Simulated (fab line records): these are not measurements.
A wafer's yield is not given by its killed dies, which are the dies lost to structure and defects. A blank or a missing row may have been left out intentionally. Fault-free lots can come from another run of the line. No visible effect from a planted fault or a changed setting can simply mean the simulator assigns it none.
Chamber matching	flow nand-harc	3 sister chambers for NHARC_A_STAIRCASE_DEP_301 on pecvd-01
The step deposits SiON, target thk 30 nm. 6 wafers are shown with their chamber, then 9 later ones without.

EACH WAFER AND ITS CHAMBER
wafer	chamber	showerhead-vpp-V (V)	heater-power-w (W)
L089.1	2	1135	832
L089.5	0	1153	786
L089.6	2	1147	835
L092.1	0	1150	801
L092.3	1	1204	700
L092.5	1	1191	692

WAFERS WITH NO CHAMBER GIVEN
wafer	showerhead-vpp-V (V)	heater-power-w (W)
L094.2	1144	735
L094.3	1151	799
L094.5	1136	737
L097.2	1139	818
L097.3	1163	790
L097.4	1144	807
L095.1	1179	693
L095.4	1147	711
L095.6	1133	752

THE CHAMBER EACH PASSED THROUGH
wafer	from the rows above	in truth
L094.2	can't be placed: 0 or 1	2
L094.3	0	0
L094.5	can't be placed: 0 or 1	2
L097.2	can't be placed: 2 or 0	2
L097.3	0	0
L097.4	can't be placed: 0 or 2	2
L095.1	1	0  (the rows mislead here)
L095.4	1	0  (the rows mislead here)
L095.6	0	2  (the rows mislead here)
Placed correctly: 2 of 9. These rows do not allow placing 4 (true chamber among the candidates in 2). Number placed wrongly: 3.
How it was worked out, from the rows above alone: a wafer's distance from a chamber is the root of the sum, over the readings, of the square of ((its reading less the chamber's mean) divided by the reading's scatter). If the next closest chamber is less than 2 further off than the closest, the wafer can't be placed; otherwise it belongs to the closest. Each chamber's mean is taken over the wafers shown for it. The scatter: the root of (the sum of the squares of (reading less its chamber's mean) over the shown wafers, divided by (wafers less chambers)).
